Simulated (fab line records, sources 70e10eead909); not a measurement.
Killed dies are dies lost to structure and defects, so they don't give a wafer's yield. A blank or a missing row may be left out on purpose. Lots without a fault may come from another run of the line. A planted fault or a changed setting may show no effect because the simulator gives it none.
Chamber matching | flow nand_harc | NHARC_A_STAIRCASE_DEP_301 on pecvd-04: 3 sister chambers
The step deposits SiON, target thk 30 nm. 14 wafers are shown with their chamber, then 7 later ones without.

WAFERS WITH THEIR CHAMBER
wafer  | chamber | heater_power_w (W)
L077.2 | 0       | 603
L077.4 | 1       | 680
L077.5 | 2       | 953
L078.1 | 0       | 702
L078.5 | 0       | 725
L078.6 | 2       | 983
L084.2 | 2       | 931
L084.3 | 0       | 630
L084.5 | 0       | 624
L085.2 | 1       | 613
L085.3 | 0       | 705
L085.5 | 2       | 907
L089.2 | 0       | 593
L089.5 | 1       | 625

SIGNATURES (means of the wafers above)
reading        | chamber 0 | chamber 1 | chamber 2 | scatter within a chamber
heater_power_w | 654.57    | 639.33    | 943.50    | 46.2
Rule: a wafer's distance from a chamber is the root of the sum, over the readings, of the square of ((its reading less the chamber's mean) divided by the reading's scatter). The wafer belongs to the nearest chamber; if the next one is less than 2 further off, it can't be placed. The scatter: the root of (the sum of the squares of (reading less its chamber's mean) over the shown wafers, divided by (wafers less chambers)).

WAFERS WITHOUT THEIR CHAMBER
wafer  | heater_power_w (W)
L089.6 | 948
L091.2 | 683
L091.4 | 922
L091.6 | 718
L092.2 | 635
L092.4 | 730
L092.6 | 611

WHICH CHAMBER EACH WENT THROUGH
wafer  | from the rows above     | in truth
L089.6 | 2                       | 2
L091.2 | can't be placed: 0 or 1 | 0
L091.4 | 2                       | 2
L091.6 | can't be placed: 0 or 1 | 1
L092.2 | can't be placed: 1 or 0 | 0
L092.4 | can't be placed: 0 or 1 | 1
L092.6 | can't be placed: 1 or 0 | 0
Placed correctly: 2 of 7. Can't be placed from these rows: 5 (the true chamber is among the candidates in 5). Placed wrongly: 0.
